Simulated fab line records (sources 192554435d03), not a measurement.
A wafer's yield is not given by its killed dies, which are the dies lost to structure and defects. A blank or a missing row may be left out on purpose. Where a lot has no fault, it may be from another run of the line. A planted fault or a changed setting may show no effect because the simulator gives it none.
Split-lot experiment || flow n5_finfet || 7 lots, 39 wafers read, on a route of 1938 steps

== THE SPLIT ==
At N5_FIN_SAQP_HM_DEP_03 (deposits SiNx from SiH4/NH3/N2, target thk 38 nm, time 33.6 s), the setting time_s was moved away from the recipe's 33.6 s on 15 of the 39 wafers read, by -41.0% to +53.7%. For the rest of the wafers, this setting stayed at what the recipe calls for.

== FROM THE SPLIT TO THE READING: what the file shows between them, 4 steps ==
- N5_FIN_SAQP_THK_MEAS_05
- N5_FIN_SAQP_PECVD_47: deposits a-Si from SiH4/He, target thk 45 nm, time 36.3 s
- N5_FIN_SAQP_PECVD_48: deposits SiNx from SiH4/NH3/N2, target thk 25 nm, time 22.1 s
- N5_FIN_SAQP_MANDREL2_REMOVE_60: chemistry HBr/Cl2/O2, target a-Si, stops on SiNx, bt time 10 s

== THE READING ==
etch.depth_nm (the simulator's own value, which no gauge read), in nm, at N5_FIN_SAQP_HM_OPEN_33 (chemistry CH3F/O2, target SiNx, target depth 49.4 nm, time 70.6 s). There is no usual value for it anywhere in the file. The 24 wafers here that ran the recipe average 37.35 nm, standard deviation 0.43 nm.

{"wafer": "L074.1", "tool, chamber at the split": "pecvd-04, 2", "time_s as run, s": 33.6, "against the recipe": "recipe", "etch.depth_nm, nm": 37.18, "against lot-mates on the recipe": "-"}
{"wafer": "L074.5", "tool, chamber at the split": "pecvd-04, 2", "time_s as run, s": 33.6, "against the recipe": "recipe", "etch.depth_nm, nm": 37.23, "against lot-mates on the recipe": "-"}
{"wafer": "L074.6", "tool, chamber at the split": "pecvd-04, 0", "time_s as run, s": 33.6, "against the recipe": "recipe", "etch.depth_nm, nm": 37.38, "against lot-mates on the recipe": "-"}
{"wafer": "L078.1", "tool, chamber at the split": "pecvd-01, 2", "time_s as run, s": 51.63, "against the recipe": "+53.7%", "etch.depth_nm, nm": 57.9, "against lot-mates on the recipe": "+20.51"}
{"wafer": "L078.2", "tool, chamber at the split": "pecvd-01, 1", "time_s as run, s": 33.6, "against the recipe": "recipe", "etch.depth_nm, nm": 37.26, "against lot-mates on the recipe": "-"}
{"wafer": "L078.3", "tool, chamber at the split": "pecvd-01, 0", "time_s as run, s": 33.6, "against the recipe": "recipe", "etch.depth_nm, nm": 36.82, "against lot-mates on the recipe": "-"}
{"wafer": "L078.4", "tool, chamber at the split": "pecvd-01, 2", "time_s as run, s": 33.6, "against the recipe": "recipe", "etch.depth_nm, nm": 38.09, "against lot-mates on the recipe": "-"}
{"wafer": "L078.5", "tool, chamber at the split": "pecvd-01, 0", "time_s as run, s": 51.63, "against the recipe": "+53.7%", "etch.depth_nm, nm": 57.89, "against lot-mates on the recipe": "+20.50"}
{"wafer": "L078.6", "tool, chamber at the split": "pecvd-01, 1", "time_s as run, s": 51.63, "against the recipe": "+53.7%", "etch.depth_nm, nm": 58.55, "against lot-mates on the recipe": "+21.16"}
{"wafer": "L079.1", "tool, chamber at the split": "pecvd-04, 1", "time_s as run, s": 33.6, "against the recipe": "recipe", "etch.depth_nm, nm": 36.97, "against lot-mates on the recipe": "-"}
{"wafer": "L079.2", "tool, chamber at the split": "pecvd-04, 0", "time_s as run, s": 33.6, "against the recipe": "recipe", "etch.depth_nm, nm": 37.31, "against lot-mates on the recipe": "-"}
{"wafer": "L079.3", "tool, chamber at the split": "pecvd-04, 2", "time_s as run, s": 33.6, "against the recipe": "recipe", "etch.depth_nm, nm": 36.92, "against lot-mates on the recipe": "-"}
{"wafer": "L079.4", "tool, chamber at the split": "pecvd-04, 0", "time_s as run, s": 33.6, "against the recipe": "recipe", "etch.depth_nm, nm": 37.74, "against lot-mates on the recipe": "-"}
{"wafer": "L079.5", "tool, chamber at the split": "pecvd-04, 2", "time_s as run, s": 33.6, "against the recipe": "recipe", "etch.depth_nm, nm": 37.7, "against lot-mates on the recipe": "-"}
{"wafer": "L079.6", "tool, chamber at the split": "pecvd-04, 1", "time_s as run, s": 33.6, "against the recipe": "recipe", "etch.depth_nm, nm": 38.23, "against lot-mates on the recipe": "-"}
{"wafer": "L081.1", "tool, chamber at the split": "pecvd-01, 2", "time_s as run, s": 33.6, "against the recipe": "recipe", "etch.depth_nm, nm": 37.28, "against lot-mates on the recipe": "-"}
{"wafer": "L081.2", "tool, chamber at the split": "pecvd-01, 1", "time_s as run, s": 46.29, "against the recipe": "+37.8%", "etch.depth_nm, nm": 50.92, "against lot-mates on the recipe": "+13.37"}
{"wafer": "L081.3", "tool, chamber at the split": "pecvd-01, 0", "time_s as run, s": 46.29, "against the recipe": "+37.8%", "etch.depth_nm, nm": 51.51, "against lot-mates on the recipe": "+13.96"}
{"wafer": "L081.4", "tool, chamber at the split": "pecvd-01, 1", "time_s as run, s": 33.6, "against the recipe": "recipe", "etch.depth_nm, nm": 37.69, "against lot-mates on the recipe": "-"}
{"wafer": "L081.5", "tool, chamber at the split": "pecvd-01, 0", "time_s as run, s": 46.29, "against the recipe": "+37.8%", "etch.depth_nm, nm": 51.92, "against lot-mates on the recipe": "+14.37"}
{"wafer": "L081.6", "tool, chamber at the split": "pecvd-01, 2", "time_s as run, s": 33.6, "against the recipe": "recipe", "etch.depth_nm, nm": 37.68, "against lot-mates on the recipe": "-"}
{"wafer": "L084.1", "tool, chamber at the split": "pecvd-02, 0", "time_s as run, s": 27.68, "against the recipe": "-17.6%", "etch.depth_nm, nm": 30.08, "against lot-mates on the recipe": -7.53}
{"wafer": "L084.2", "tool, chamber at the split": "pecvd-02, 2,0", "time_s as run, s": 27.68, "against the recipe": "-17.6%", "etch.depth_nm, nm": 30.79, "against lot-mates on the recipe": -6.82}
{"wafer": "L084.3", "tool, chamber at the split": "pecvd-02, 1", "time_s as run, s": 33.6, "against the recipe": "recipe", "etch.depth_nm, nm": 37.1, "against lot-mates on the recipe": "-"}
{"wafer": "L084.4", "tool, chamber at the split": "pecvd-02, 2,0", "time_s as run, s": 27.68, "against the recipe": "-17.6%", "etch.depth_nm, nm": 30.85, "against lot-mates on the recipe": -6.76}
{"wafer": "L084.5", "tool, chamber at the split": "pecvd-02, 2", "time_s as run, s": 33.6, "against the recipe": "recipe", "etch.depth_nm, nm": 38.18, "against lot-mates on the recipe": "-"}
{"wafer": "L084.6", "tool, chamber at the split": "pecvd-02, 1", "time_s as run, s": 33.6, "against the recipe": "recipe", "etch.depth_nm, nm": 37.55, "against lot-mates on the recipe": "-"}
{"wafer": "L094.1", "tool, chamber at the split": "pecvd-04, 2", "time_s as run, s": 33.6, "against the recipe": "recipe", "etch.depth_nm, nm": 37.05, "against lot-mates on the recipe": "-"}
{"wafer": "L094.2", "tool, chamber at the split": "pecvd-04, 0", "time_s as run, s": 33.6, "against the recipe": "recipe", "etch.depth_nm, nm": 37.07, "against lot-mates on the recipe": "-"}
{"wafer": "L094.3", "tool, chamber at the split": "pecvd-04, 1", "time_s as run, s": 19.82, "against the recipe": "-41.0%", "etch.depth_nm, nm": 21.21, "against lot-mates on the recipe": -15.73}
{"wafer": "L094.4", "tool, chamber at the split": "pecvd-04, 2", "time_s as run, s": 33.6, "against the recipe": "recipe", "etch.depth_nm, nm": 36.7, "against lot-mates on the recipe": "-"}
{"wafer": "L094.5", "tool, chamber at the split": "pecvd-04, 0", "time_s as run, s": 19.82, "against the recipe": "-41.0%", "etch.depth_nm, nm": 21.51, "against lot-mates on the recipe": -15.43}
{"wafer": "L094.6", "tool, chamber at the split": "pecvd-04, 1", "time_s as run, s": 19.82, "against the recipe": "-41.0%", "etch.depth_nm, nm": 21.48, "against lot-mates on the recipe": -15.46}
{"wafer": "L096.1", "tool, chamber at the split": "pecvd-04, 0", "time_s as run, s": 24.17, "against the recipe": "-28.1%", "etch.depth_nm, nm": 27.07, "against lot-mates on the recipe": -10.04}
{"wafer": "L096.2", "tool, chamber at the split": "pecvd-04, 1", "time_s as run, s": 33.6, "against the recipe": "recipe", "etch.depth_nm, nm": 36.86, "against lot-mates on the recipe": "-"}
{"wafer": "L096.3", "tool, chamber at the split": "pecvd-04, 2", "time_s as run, s": 33.6, "against the recipe": "recipe", "etch.depth_nm, nm": 36.87, "against lot-mates on the recipe": "-"}
{"wafer": "L096.4", "tool, chamber at the split": "pecvd-04, 0", "time_s as run, s": 33.6, "against the recipe": "recipe", "etch.depth_nm, nm": 37.6, "against lot-mates on the recipe": "-"}
{"wafer": "L096.5", "tool, chamber at the split": "pecvd-04, 1", "time_s as run, s": 24.17, "against the recipe": "-28.1%", "etch.depth_nm, nm": 26.49, "against lot-mates on the recipe": -10.62}
{"wafer": "L096.6", "tool, chamber at the split": "pecvd-04, 2", "time_s as run, s": 24.17, "against the recipe": "-28.1%", "etch.depth_nm, nm": 26.53, "against lot-mates on the recipe": -10.58}
Rows listing several chambers each stand for several wafers; the file does not say which wafer went through which chamber.

FIT RESULTS
A straight line over all 39 wafers: etch.depth_nm changes by +0.384 nm for each +1% of time_s; r = +1.00; the points scatter about the line by 0.42 nm.
The same after taking each lot's own level away (the mean of its wafers on the recipe; 39 wafers): +0.38 nm for each +1%; r = +1.00; scatter 0.41 nm.
On that fit, the largest move of time_s shifts the reading by 20 nm.
From 36.940 to 37.610 nm: that is the span of the lots' own levels, equal to 1.6 times the standard deviation above.
The two slopes are in agreement: the lot-to-lot level therefore moves the slope only a little.
Check: +20.3 nm against its lot-mates is what the line predicts for one of the wafers moved furthest among these (+53.7%) when that wafer is left out of the fit. Against them it came out at +20.5 nm.

== THE WHOLE CHAIN: every reading that the file lists as answering this split, in the file's order ==
{"step": "N5_FIN_SAQP_HM_DEP_03", "what it does": "deposits SiNx from SiH4/NH3/N2, target thk 38 nm, time 33.6 s", "reading": "SiNx_of_FIN_SAQP_HM_DEP_03.thk_nm (the simulator's own value, which no gauge read)", "change (the file's fit)": "+0.381 nm for each +1% of the setting", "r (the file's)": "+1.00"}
{"step": "N5_FIN_SAQP_THK_MEAS_05", "what it does": "", "reading": "thk_nm", "change (the file's fit)": "withheld for each +1% of the setting", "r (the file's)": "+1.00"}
{"step": "N5_FIN_SAQP_HM_OPEN_33", "what it does": "chemistry CH3F/O2, target SiNx, target depth 49.4 nm, time 70.6 s", "reading": "etch_rf_on_time_s", "change (the file's fit)": "withheld for each +1% of the setting", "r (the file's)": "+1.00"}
{"step": "N5_FIN_SAQP_HM_OPEN_33", "what it does": "chemistry CH3F/O2, target SiNx, target depth 49.4 nm, time 70.6 s", "reading": "etch.depth_nm (the simulator's own value, which no gauge read)", "change (the file's fit)": "+0.38 nm for each +1% of the setting", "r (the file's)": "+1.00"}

== THE FILE'S OWN FIT ==
etch.depth_nm changes by +0.38 nm for each +1% of time_s, r = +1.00.
